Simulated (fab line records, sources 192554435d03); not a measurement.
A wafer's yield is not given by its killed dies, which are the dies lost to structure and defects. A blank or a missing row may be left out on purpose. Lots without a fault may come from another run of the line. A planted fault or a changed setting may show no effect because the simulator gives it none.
A lot that was struck, set against a sound lot	flow n5 finfet	18 out of 1938 route steps
Sound: wafers L193.3, L193.5, L193.6. Struck: wafer L201.4 (left out: L201.3, L201.6 of the same lot, which were not struck); the cause appears at the end.
Order at every step that has rows: each side's tool, ch and its chambers, its first start. Under that, the readings that differ: sound wafers	struck wafers	difference of the means	sigmas: that difference in standard deviations of wafers without a fault.
alike: a reading whose means differ by less than 2 such deviations, as well as words and numbers matching on both sides. not compared: withheld readings; readings where some wafer has no value; bounds like >300 that might hide an equal value; numbers whose values overlap and for which the record gives no deviation.
A row with sigmas, a row that says differs or no value, or rows on one side alone: a step with any of these is where the two part. Numbers that have no deviation but don't overlap get no sigmas and don't part them. Lack of a reading on every wafer of one side parts them only where that side has two or more wafers.

first, 2 steps without rows for these wafers: N5_BEOL_M1_ANNEAL_82 (time 240 s); N5_BEOL_M1_SPUTTER_86 (material Cu, target thk 4.5 nm, time 8.29 s).
N5_BEOL_M1_ANNEAL_87: time 240 s.
  sound: pvd sputter-03 at day 8 20:14; struck: pvd sputter-02 at day 10 16:46
reading	sound	struck	difference	sigmas
heater power w (W)	715 714 752	883	+156	+2
then, 1 step without rows for these wafers: N5_BEOL_M1_SPUTTER_88 (material Cu, target thk 4.5 nm, time 8.29 s).
N5_BEOL_M1_ANNEAL_89: time 240 s.
  sound: pvd sputter-03 at day 8 20:27; struck: pvd sputter-02 at day 10 16:59
reading	sound	struck	difference	sigmas
heater power w (W)	705 717 741	891	+170	+3
N5_BEOL_M1_SPUTTER_90: material Cu, target thk 4.5 nm, time 8.29 s.
  sound: pvd sputter-03 at day 8 20:35; struck: pvd sputter-02 at day 10 17:08
  alike: throttle valve pct
then, 1 step without rows for these wafers: N5_BEOL_M1_ANNEAL_91 (time 240 s).
N5_BEOL_M1_SPUTTER_92: material Cu, target thk 4.5 nm, time 8.29 s.
  sound: pvd sputter-03 at day 8 20:49; struck: pvd sputter-02 at day 10 17:21
  alike: throttle valve pct
then, 4 steps without rows for these wafers: N5_BEOL_M1_ANNEAL_93 (time 240 s); N5_BEOL_M1_SPUTTER_94 (material Cu, target thk 4.5 nm, time 8.29 s); N5_BEOL_M1_ANNEAL_95 (time 240 s); N5_BEOL_M1_SPUTTER_96 (material Cu, target thk 4.5 nm, time 8.29 s).
N5_BEOL_M1_ECD_50: material Cu, target thk 300 nm.
  sound on ecd cu-02 ch 0,1, day 8 21:23; struck on ecd cu-01 ch 0, day 10 17:56
reading	sound	struck	difference	sigmas
model.Cu_of_BEOL_M1_ECD_50.thk nm (nm)	298.2 298.6 301.4	215.6	-83.8	
N5_BEOL_M1_ANNEAL_51: time 90 s.
  sound on rtp anneal-02 ch 0, day 8 21:32; struck on rtp anneal-02 ch 0, day 10 18:14
  alike: wafer_temp_C_max
N5_BEOL_M1_CMP_52: polishes, stops on SiOC, t overpolish 6.8 s, target thk 40 nm.
  sound on cmp-04 ch 1,2, day 8 21:47; struck on cmp-03 ch 2, day 10 18:32
reading	sound	struck	difference	sigmas
motor current A (A)	6.9 7.8 7.3	5.3	-2.0	-3
time to endpoint s (s)	63 60 66	44	-19	-6
N5_BEOL_M1_THK_MEAS_53: measures by xrf.
  sound: film metro-02 at day 8 22:02; struck: film metro-01 at day 10 18:50
  alike: M1_THK
N5_BEOL_M4_RC_MEAS_101:
  sound on prober-02 ch 0, day 10 11:00; struck on prober-01 ch 0, day 12 03:58
reading	sound	struck	difference	sigmas
IOFF_N (nA/um)	0.13 0.16 0.11	0.20	+0.07	+2
SS_P (mV/dec)	73.2 73.7 72.3	74.8	+1.7	+3
VT_N (mV)	255 251 255	247	-7	-2
  alike: DIBL_N, DIBL_P, IOFF_P, ION_N, ION_P, SS_N, VT_P
-- a jump in the record: the struck wafers' starts before and after are 5 days apart (it breaks off in module BEOL_M4 and resumes in module PASSIVATION, where the first step shown is number 1936 of the route) --
N5_PASSIVATION_PROBE_49:
  sound: prober-01 at day 14 14:29; struck: prober-01 at day 17 00:06
reading	sound	struck	difference	sigmas
defect limited yield (%)	90.9 88.9	93.1	+3.2	+2
killed_at_M0_to_M3	43 56	23	-26	-3
killed dies	107 131	82	-37	-2
killed open	87 88	52	-36	-3
sort_bin_5_function (%)	5.4 6.8	3.6	-2.5	-3
sort n pass	1073 1049	1098	+37	+2
sort yield pct (%)	90.9 88.9	93.1	+3.2	+2
  alike: killed_at_M4_up, killed at contacts, killed at front end, killed at other, killed on rim, killed short, sort_bin_6_memory

== WHERE THEY PART ==
Last at N5_PASSIVATION_PROBE_49 as far as this record goes, first at N5_BEOL_M1_ANNEAL_87.

WHY: the cause the simulator had injected
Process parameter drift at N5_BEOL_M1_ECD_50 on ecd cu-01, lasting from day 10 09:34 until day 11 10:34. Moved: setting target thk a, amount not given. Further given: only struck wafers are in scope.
